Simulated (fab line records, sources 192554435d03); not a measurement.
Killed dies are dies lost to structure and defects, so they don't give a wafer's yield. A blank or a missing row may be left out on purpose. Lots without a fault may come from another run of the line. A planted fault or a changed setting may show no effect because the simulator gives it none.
Which tool did it? | flow n5_finfet | 23 lots, 69 wafers sampled, at 6 steps of a route of 1938

WHAT THE GAUGES READ, wafer by wafer
N5_BEOL_M11_THK_MEAS_53: measures by xrf. Usual: M11_THK 141 nm, standard deviation 3.7.
lot  | measured     | on            | M11_THK (nm) | flag
L074 | day 11 06:40 | film_metro-01 | 135 140 143  |
L076 | day 12 03:57 | film_metro-01 | 147 137 139  |
L075 | day 12 02:48 | film_metro-02 | 140 141 135  |
L077 | day 12 08:31 | film_metro-01 | 135 148 140  |
L079 | day 12 09:16 | film_metro-02 | 133 138 144  |
L078 | day 12 12:48 | film_metro-01 | 145 144 145  |
L080 | day 12 13:02 | film_metro-01 | 133 146 137  |
L081 | day 12 21:39 | film_metro-02 | 140 134 142  |
L083 | day 13 17:12 | film_metro-01 | 147 141 148  |
L082 | day 13 20:41 | film_metro-02 | 142 144 141  |
L084 | day 14 00:14 | film_metro-02 | 144 144 143  |
L086 | day 14 09:01 | film_metro-01 | 142 143 142  |
L087 | day 14 23:04 | film_metro-02 | 141 142 144  |
L088 | day 15 00:44 | film_metro-02 | 136 146 145  |
L085 | day 15 01:41 | film_metro-02 | 136 147 147  |
L090 | day 15 14:35 | film_metro-01 | 143 142 140  |
L091 | day 15 22:06 | film_metro-01 | 143 143 147  |
L089 | day 16 02:40 | film_metro-02 | 139 138 139  |
L096 | day 16 18:58 | film_metro-01 | 140 142 140  |
L092 | day 16 18:10 | film_metro-01 | 144 145 143  |
L094 | day 16 20:39 | film_metro-01 | 144 141 138  |
L095 | day 16 20:55 | film_metro-01 | 139 141 140  |
L097 | day 18 00:12 | film_metro-02 | 142 140 144  |

N5_BEOL_M12_CD_MEAS_17: target cd 140 nm. Usual: cd_nm 138 nm, standard deviation 3.
lot  | measured     | on        | cd_nm (nm)  | flag
L074 | day 11 08:08 | cd_sem-02 | 134 138 137 |
L076 | day 12 05:19 | cd_sem-01 | 138 142 140 |
L075 | day 12 04:11 | cd_sem-02 | 137 138 137 |
L077 | day 12 09:47 | cd_sem-02 | 141 141 136 |
L079 | day 12 10:36 | cd_sem-02 | 141 139 143 |
L078 | day 12 14:03 | cd_sem-01 | 139 140 138 |
L080 | day 12 14:21 | cd_sem-01 | 134 138 136 |
L081 | day 12 23:14 | cd_sem-02 | 136 139 135 |
L083 | day 13 18:32 | cd_sem-01 | 135 140 138 |
L082 | day 13 21:53 | cd_sem-02 | 137 139 142 |
L084 | day 14 01:26 | cd_sem-02 | 141 138 136 |
L086 | day 14 10:14 | cd_sem-01 | 135 135 133 |
L087 | day 15 01:20 | cd_sem-01 | 139 138 136 |
L088 | day 15 02:26 | cd_sem-02 | 139 141 142 |
L085 | day 15 03:02 | cd_sem-01 | 139 134 135 |
L090 | day 15 15:56 | cd_sem-01 | 138 137 136 |
L091 | day 15 23:29 | cd_sem-02 | 136 139 131 |
L089 | day 16 04:05 | cd_sem-01 | 142 141 145 |
L096 | day 16 20:12 | cd_sem-01 | 140 142 135 |
L092 | day 16 19:26 | cd_sem-01 | 136 137 135 |
L094 | day 16 21:52 | cd_sem-02 | 138 134 139 |
L095 | day 16 22:15 | cd_sem-02 | 139 135 135 |
L097 | day 18 01:37 | cd_sem-02 | 141 141 140 |

WHICH TOOL RAN EACH LOT (tool, then ch and the chambers of the sampled wafers, then the start)
lot  | N5_BEOL_M11_DESCUM_16              | N5_BEOL_M11_ETCH_62                | N5_BEOL_M11_VIA_ETCH_34            | N5_BEOL_M11_CURE_72
L074 | rie_diel-01 ch 0,1,2, day 11 01:58 | rie_diel-01 ch 0,1,2, day 11 02:02 | rie_diel-04 ch 0,1,2, day 11 04:11 | uv_cure-03 ch 0, day 11 04:39
L076 | rie_diel-04 ch 0,3, day 11 19:51   | rie_diel-04 ch 0,3, day 11 19:56   | rie_diel-01 ch 0,1,2, day 12 00:43 | uv_cure-01 ch 1, day 12 01:22
L075 | rie_diel-04 ch 1,2, day 11 20:22   | rie_diel-04 ch 1,2, day 11 20:26   | rie_diel-04 ch 1,2,3, day 12 00:09 | uv_cure-03 ch 1, day 12 00:41
L077 | rie_diel-01 ch 0,2,3, day 12 02:56 | rie_diel-01 ch 0,2,3, day 12 03:01 | rie_diel-01 ch 1,2,3, day 12 05:42 | uv_cure-03 ch 1, day 12 06:11
L079 | rie_diel-04 ch 1,2,3, day 12 04:25 | rie_diel-04 ch 1,2,3, day 12 04:30 | rie_diel-01 ch 1,2,3, day 12 06:27 | uv_cure-02 ch 2, day 12 06:56
L078 | rie_diel-04 ch 0,1, day 12 07:10   | rie_diel-04 ch 0,1, day 12 07:16   | rie_diel-03 ch 0,3, day 12 08:43   | uv_cure-01 ch 0, day 12 09:21
L080 | rie_diel-04 ch 0,1,3, day 12 07:28 | rie_diel-04 ch 0,1,3, day 12 07:33 | rie_diel-01 ch 0,1,2, day 12 10:22 | uv_cure-03 ch 1, day 12 10:57
L081 | rie_diel-04 ch 1,3, day 12 14:36   | rie_diel-04 ch 1,3, day 12 14:41   | rie_diel-04 ch 2,3, day 12 18:05   | uv_cure-03 ch 1, day 12 18:37
L083 | rie_diel-01 ch 0,3, day 13 08:44   | rie_diel-01 ch 0,3, day 13 08:49   | rie_diel-01 ch 0,2, day 13 13:14   | uv_cure-01 ch 2, day 13 13:49
L082 | rie_diel-01 ch 0,1,3, day 13 14:44 | rie_diel-01 ch 0,1,3, day 13 14:49 | rie_diel-04 ch 0,3, day 13 17:20   | uv_cure-03 ch 0, day 13 18:09
L084 | rie_diel-03 ch 2,3, day 13 18:36   | rie_diel-03 ch 2,3, day 13 18:41   | rie_diel-03 ch 0,1,3, day 13 21:52 | uv_cure-02 ch 2, day 13 22:20
L086 | rie_diel-03 ch 0,1,2, day 14 03:04 | rie_diel-03 ch 0,1,2, day 14 03:08 | rie_diel-03 ch 1,2,3, day 14 05:28 | uv_cure-01 ch 2, day 14 05:56
L087 | rie_diel-04 ch 1,2,3, day 14 11:11 | rie_diel-04 ch 1,2,3, day 14 11:16 | rie_diel-04 ch 0,1,2, day 14 20:31 | uv_cure-01 ch 1, day 14 21:17
L088 | rie_diel-04 ch 0,1,3, day 14 18:26 | rie_diel-04 ch 0,1,3, day 14 18:31 | rie_diel-01 ch 0,1,3, day 14 21:03 | uv_cure-01 ch 0, day 14 22:11
L085 | rie_diel-01 ch 1,2, day 14 19:13   | rie_diel-01 ch 1,2, day 14 19:19   | rie_diel-01 ch 0,1,3, day 14 21:31 | uv_cure-02 ch 2, day 14 22:34
L090 | rie_diel-01 ch 0,2,3, day 15 08:43 | rie_diel-01 ch 0,2,3, day 15 08:47 | rie_diel-04 ch 0,2,3, day 15 11:05 | uv_cure-01 ch 0, day 15 11:34
L091 | rie_diel-04 ch 0,1,3, day 15 16:49 | rie_diel-04 ch 0,1,3, day 15 16:54 | rie_diel-04 ch 0,2,3, day 15 17:59 | uv_cure-01 ch 1, day 15 18:31
L089 | rie_diel-04 ch 1,2,3, day 15 19:32 | rie_diel-04 ch 1,2,3, day 15 19:37 | rie_diel-04 ch 0,1,2, day 15 22:40 | uv_cure-03 ch 0, day 15 23:11
L096 | rie_diel-04 ch 2,3, day 16 10:29   | rie_diel-04 ch 2,3, day 16 10:35   | rie_diel-03 ch 2,3, day 16 15:23   | uv_cure-03 ch 2, day 16 15:52
L092 | rie_diel-01 ch 2,3, day 16 11:26   | rie_diel-01 ch 2,3, day 16 11:32   | rie_diel-01 ch 0,3, day 16 15:02   | uv_cure-01 ch 0, day 16 15:33
L094 | rie_diel-04 ch 0,3, day 16 16:11   | rie_diel-04 ch 0,3, day 16 16:16   | rie_diel-01 ch 2,3, day 16 17:28   | uv_cure-01 ch 1, day 16 17:59
L095 | rie_diel-01 ch 1,2,3, day 16 16:15 | rie_diel-01 ch 1,2,3, day 16 16:20 | rie_diel-03 ch 1,2,3, day 16 17:37 | uv_cure-03 ch 2, day 16 18:07
L097 | rie_diel-01 ch 0,2,3, day 17 20:14 | rie_diel-01 ch 0,2,3, day 17 20:19 | rie_diel-03 ch 2,3, day 17 21:24   | uv_cure-02 ch 2, day 17 21:53
- N5_BEOL_M11_DESCUM_16: chemistry O2, time 7.9 s.
- N5_BEOL_M11_ETCH_62: etches SOC in N2/H2, target depth 110 nm, overetch 22 nm, time 165 s.
- N5_BEOL_M11_VIA_ETCH_34: etches SiCOH lowk in C4F6/O2, target depth 184.5 nm, time 69.2 s.
- N5_BEOL_M11_CURE_72: cures SiCOH lowk, time 120 s.

WHAT THE TOOLS THEMSELVES READ (means of the sampled wafers that have a number; where no wafer has one, the mark that the record gives instead)
N5_BEOL_M11_DESCUM_16. Usual: bias_power_w 20.01 W, standard deviation 0.058; chamber_pressure_mTorr 19.999 mTorr, standard deviation 0.019; drypump_motor_current_A 5.5 A, standard deviation 0.49; oes_product_au 0.81 a.u., standard deviation 0.083; rf_vpp_V 243.4 V, standard deviation 1.4; showerhead_plenum_p_Torr 2.09 Torr, standard deviation 0.08; throttle_valve_pct 20.43 %, standard deviation 0.21.
lot  | tool        | bias_power_w (W) | chamber_pressure_mTorr (mTorr) | drypump_motor_current_A (A) | oes_product_au (a.u.) | rf_vpp_V (V) | showerhead_plenum_p_Torr (Torr) | throttle_valve_pct (%) | flag
L074 | rie_diel-01 | 19.95            | 20.002                         | 5.3                         | 0.84                  | 243.3        | 2.08                            | 20.50                  |
L076 | rie_diel-04 | 20.05            | 19.983                         | 5.7                         | 0.82                  | 243.2        | 2.08                            | 20.38                  |
L075 | rie_diel-04 | 19.97            | 20.030                         | 5.0                         | 0.72                  | 241.9        | 2.01                            | 20.48                  |
L077 | rie_diel-01 | 20.02            | 19.991                         | 5.5                         | 0.89                  | 243.7        | 2.14                            | 20.29                  |
L079 | rie_diel-04 | 20.05            | 19.996                         | 5.6                         | 0.73                  | 242.6        | 2.04                            | 20.52                  |
L078 | rie_diel-04 | 20.04            | 20.008                         | 5.4                         | 0.83                  | 243.3        | 2.09                            | 20.39                  |
L080 | rie_diel-04 | 19.99            | 19.991                         | 5.8                         | 0.79                  | 243.5        | 2.08                            | 20.48                  |
L081 | rie_diel-04 | 20.02            | 20.011                         | 6.1                         | 0.75                  | 243.4        | 2.07                            | 20.58                  |
L083 | rie_diel-01 | 19.98            | 19.981                         | 5.5                         | 0.89                  | 244.8        | 2.18                            | 20.25                  |
L082 | rie_diel-01 | 20.01            | 20.003                         | 5.3                         | 0.83                  | 243.5        | 2.12                            | 20.48                  |
L084 | rie_diel-03 | 20.03            | 19.996                         | 5.4                         | 0.80                  | 243.4        | 2.07                            | 20.40                  |
L086 | rie_diel-03 | 19.96            | 20.006                         | 5.2                         | 0.80                  | 243.7        | 2.13                            | 20.47                  |
L087 | rie_diel-04 | 20.01            | 20.011                         | 5.6                         | 0.82                  | 244.0        | 2.12                            | 20.38                  |
L088 | rie_diel-04 | 20.04            | 19.996                         | 5.8                         | 0.77                  | 243.1        | 2.08                            | 20.51                  |
L085 | rie_diel-01 | 20.02            | 19.995                         | 5.3                         | 0.79                  | 242.9        | 2.01                            | 20.50                  |
L090 | rie_diel-01 | 20.00            | 20.003                         | 5.5                         | 0.86                  | 243.3        | 2.13                            | 20.34                  |
L091 | rie_diel-04 | 20.07            | 19.991                         | 5.8                         | 0.78                  | 243.1        | 2.07                            | 20.53                  |
L089 | rie_diel-04 | 20.02            | 19.990                         | 5.6                         | 0.80                  | 243.8        | 2.12                            | 20.41                  |
L096 | rie_diel-04 | 20.04            | 19.997                         | 5.9                         | 0.80                  | 243.8        | 2.11                            | 20.40                  |
L092 | rie_diel-01 | 20.03            | 20.006                         | 5.5                         | 0.83                  | 243.9        | 2.07                            | 20.29                  |
L094 | rie_diel-04 | 19.98            | 19.996                         | 6.0                         | 0.75                  | 242.7        | 2.06                            | 20.52                  |
L095 | rie_diel-01 | 20.01            | 19.983                         | 5.4                         | 0.79                  | 242.7        | 2.05                            | 20.46                  |
L097 | rie_diel-01 | 20.01            | 20.003                         | 5.4                         | 0.83                  | 243.3        | 2.12                            | 20.35                  |

N5_BEOL_M11_ETCH_62. Usual: chamber_pressure_mTorr 30.002 mTorr, standard deviation 0.027; drypump_motor_current_A 5.5 A, standard deviation 0.48; oes_product_au 0.68 a.u., standard deviation 0.067; rf_vpp_V 524.1 V, standard deviation 2.7; showerhead_plenum_p_Torr 2.55 Torr, standard deviation 0.094; throttle_valve_pct 17.84 %, standard deviation 0.3.
lot  | tool        | chamber_pressure_mTorr (mTorr) | drypump_motor_current_A (A) | oes_product_au (a.u.) | rf_vpp_V (V) | showerhead_plenum_p_Torr (Torr) | throttle_valve_pct (%) | flag
L074 | rie_diel-01 | 30.021                         | 5.3                         | 0.72                  | 524.5        | 2.52                            | 17.80                  |
L076 | rie_diel-04 | 29.992                         | 5.7                         | 0.70                  | 523.8        | 2.57                            | 18.00                  |
L075 | rie_diel-04 | 29.968                         | 5.1                         | 0.61                  | 520.8        | 2.45                            | 17.96                  |
L077 | rie_diel-01 | 29.991                         | 5.5                         | 0.75                  | 525.3        | 2.57                            | 17.52                  |
L079 | rie_diel-04 | 30.010                         | 5.6                         | 0.62                  | 522.8        | 2.50                            | 18.03                  |
L078 | rie_diel-04 | 30.002                         | 5.4                         | 0.71                  | 524.7        | 2.56                            | 17.86                  |
L080 | rie_diel-04 | 30.004                         | 5.8                         | 0.67                  | 523.6        | 2.55                            | 17.98                  |
L081 | rie_diel-04 | 29.987                         | 6.2                         | 0.62                  | 523.7        | 2.54                            | 18.11                  |
L083 | rie_diel-01 | 30.017                         | 5.5                         | 0.74                  | 525.1        | 2.60                            | 17.43                  |
L082 | rie_diel-01 | 30.009                         | 5.3                         | 0.69                  | 524.6        | 2.55                            | 17.74                  |
L084 | rie_diel-03 | 30.006                         | 5.4                         | 0.68                  | 523.3        | 2.53                            | 17.86                  |
L086 | rie_diel-03 | 30.016                         | 5.2                         | 0.68                  | 524.8        | 2.58                            | 17.79                  |
L087 | rie_diel-04 | 30.011                         | 5.6                         | 0.69                  | 524.8        | 2.60                            | 17.89                  |
L088 | rie_diel-04 | 29.998                         | 5.8                         | 0.66                  | 523.8        | 2.54                            | 18.00                  |
L085 | rie_diel-01 | 30.003                         | 5.3                         | 0.68                  | 521.2        | 2.43                            | 17.83                  |
L090 | rie_diel-01 | 30.019                         | 5.5                         | 0.72                  | 525.2        | 2.56                            | 17.55                  |
L091 | rie_diel-04 | 29.980                         | 5.8                         | 0.64                  | 523.4        | 2.54                            | 18.01                  |
L089 | rie_diel-04 | 30.026                         | 5.6                         | 0.68                  | 524.7        | 2.59                            | 17.90                  |
L096 | rie_diel-04 | 30.001                         | 5.9                         | 0.67                  | 524.6        | 2.60                            | 18.07                  |
L092 | rie_diel-01 | 30.019                         | 5.5                         | 0.71                  | 522.2        | 2.48                            | 17.53                  |
L094 | rie_diel-04 | 30.005                         | 6.0                         | 0.63                  | 523.1        | 2.54                            | 18.19                  |
L095 | rie_diel-01 | 29.999                         | 5.4                         | 0.67                  | 522.3        | 2.46                            | 17.74                  |
L097 | rie_diel-01 | 29.983                         | 5.5                         | 0.70                  | 524.8        | 2.56                            | 17.59                  |

N5_BEOL_M11_VIA_ETCH_34. Usual: chamber_pressure_mTorr 30.001 mTorr, standard deviation 0.029; drypump_motor_current_A 5.5 A, standard deviation 0.47; oes_o_777_au 0.79 a.u., standard deviation 0.086; oes_product_au 0.80 a.u., standard deviation 0.08; rf_vpp_V 670 V, standard deviation 17; showerhead_plenum_p_Torr 2.85 Torr, standard deviation 0.09; throttle_valve_pct 20.9 %, standard deviation 0.32.
lot  | tool        | chamber_pressure_mTorr (mTorr) | drypump_motor_current_A (A) | oes_o_777_au (a.u.) | oes_product_au (a.u.) | rf_vpp_V (V) | showerhead_plenum_p_Torr (Torr) | throttle_valve_pct (%) | flag
L074 | rie_diel-04 | 30.007                         | 5.3                         | 0.78                | 0.78                  | 667          | 2.80                            | 20.9                   |
L076 | rie_diel-01 | 29.980                         | 5.3                         | 0.80                | 0.83                  | 688          | 2.82                            | 20.9                   |
L075 | rie_diel-04 | 30.010                         | 5.6                         | 0.72                | 0.73                  | 660          | 2.78                            | 20.9                   |
L077 | rie_diel-01 | 29.996                         | 5.4                         | 0.80                | 0.84                  | 674          | 2.80                            | 20.9                   |
L079 | rie_diel-01 | 30.013                         | 5.4                         | 0.81                | 0.83                  | 675          | 2.80                            | 20.9                   |
L078 | rie_diel-03 | 30.016                         | 5.8                         | 0.85                | 0.85                  | 661          | 2.87                            | 21.0                   |
L080 | rie_diel-01 | 30.009                         | 5.3                         | 0.79                | 0.82                  | 689          | 2.82                            | 20.9                   |
L081 | rie_diel-04 | 29.988                         | 5.9                         | 0.69                | 0.71                  | 653          | 2.78                            | 21.0                   |
L083 | rie_diel-01 | 30.005                         | 5.4                         | 0.85                | 0.87                  | 695          | 2.89                            | 20.7                   |
L082 | rie_diel-04 | 30.021                         | 5.7                         | 0.80                | 0.82                  | 671          | 2.87                            | 21.1                   |
L084 | rie_diel-03 | 29.990                         | 5.6                         | 0.81                | 0.80                  | 665          | 2.86                            | 21.0                   |
L086 | rie_diel-03 | 30.008                         | 5.6                         | 0.78                | 0.76                  | 664          | 2.82                            | 21.1                   |
L087 | rie_diel-04 | 29.999                         | 5.2                         | 0.85                | 0.86                  | 670          | 2.89                            | 20.8                   |
L088 | rie_diel-01 | 30.028                         | 5.3                         | 0.80                | 0.82                  | 670          | 2.87                            | 20.9                   |
L085 | rie_diel-01 | 30.003                         | 5.3                         | 0.81                | 0.81                  | 671          | 2.87                            | 21.0                   |
L090 | rie_diel-04 | 30.015                         | 5.5                         | 0.81                | 0.83                  | 662          | 2.90                            | 20.9                   |
L091 | rie_diel-04 | 29.987                         | 5.5                         | 0.82                | 0.83                  | 663          | 2.90                            | 20.9                   |
L089 | rie_diel-04 | 30.027                         | 5.3                         | 0.84                | 0.84                  | 670          | 2.89                            | 20.8                   |
L096 | rie_diel-03 | 29.993                         | 5.8                         | 0.79                | 0.79                  | 661          | 2.81                            | 21.2                   |
L092 | rie_diel-01 | 29.978                         | 5.5                         | 0.87                | 0.85                  | 664          | 2.93                            | 20.7                   |
L094 | rie_diel-01 | 29.977                         | 5.5                         | 0.82                | 0.83                  | 683          | 2.79                            | 20.6                   |
L095 | rie_diel-03 | 30.012                         | 5.6                         | 0.76                | 0.75                  | 665          | 2.81                            | 21.1                   |
L097 | rie_diel-03 | 29.993                         | 5.4                         | 0.78                | 0.77                  | 658          | 2.84                            | 21.1                   |

N5_BEOL_M11_CURE_72. Usual: lamp_power_pct 52.31 %, standard deviation 0.053; wafer_temp_C_max 371.6, standard deviation 0.53.
lot  | tool       | lamp_power_pct (%) | wafer_temp_C_max | flag
L074 | uv_cure-03 | 52.33              | 371.2            |
L076 | uv_cure-01 | 52.29              | 371.6            |
L075 | uv_cure-03 | 52.34              | 371.9            |
L077 | uv_cure-03 | 52.28              | 372.2            |
L079 | uv_cure-02 | 52.32              | 371.5            |
L078 | uv_cure-01 | 52.34              | 371.4            |
L080 | uv_cure-03 | 52.25              | 371.8            |
L081 | uv_cure-03 | 52.34              | 371.9            |
L083 | uv_cure-01 | 52.26              | 370.8            |
L082 | uv_cure-03 | 52.33              | 371.2            |
L084 | uv_cure-02 | 52.32              | 371.6            |
L086 | uv_cure-01 | 52.28              | 371.2            |
L087 | uv_cure-01 | 52.32              | 371.4            |
L088 | uv_cure-01 | 52.31              | 372.0            |
L085 | uv_cure-02 | 52.27              | 371.4            |
L090 | uv_cure-01 | 52.29              | 371.2            |
L091 | uv_cure-01 | 52.37              | 370.8            |
L089 | uv_cure-03 | 52.31              | 371.7            |
L096 | uv_cure-03 | 52.31              | 372.2            |
L092 | uv_cure-01 | 52.30              | 371.2            |
L094 | uv_cure-01 | 52.31              | 371.0            |
L095 | uv_cure-03 | 52.34              | 372.1            |
L097 | uv_cure-02 | 52.37              | 371.9            |

THE ANSWER, worked out from the rows above alone
Rule: a lot is off if the mean of its wafers that have a number lies more than 3 standard deviations from the usual mean. A lot without any number at a reading at which 4 lots or more have one is off too. The other lots that the step has rows for count as sound. The gauges are gone through in route order, then the tools' own readings, and for those a lot's mean is taken as printed above. The first step at which some lot is off is used, and at that step the reading that is off furthest; a lot without a number counts as furthest.
No lot is off at any reading shown: from this, nothing can be told.

WHAT THE SIMULATOR HAD PUT IN
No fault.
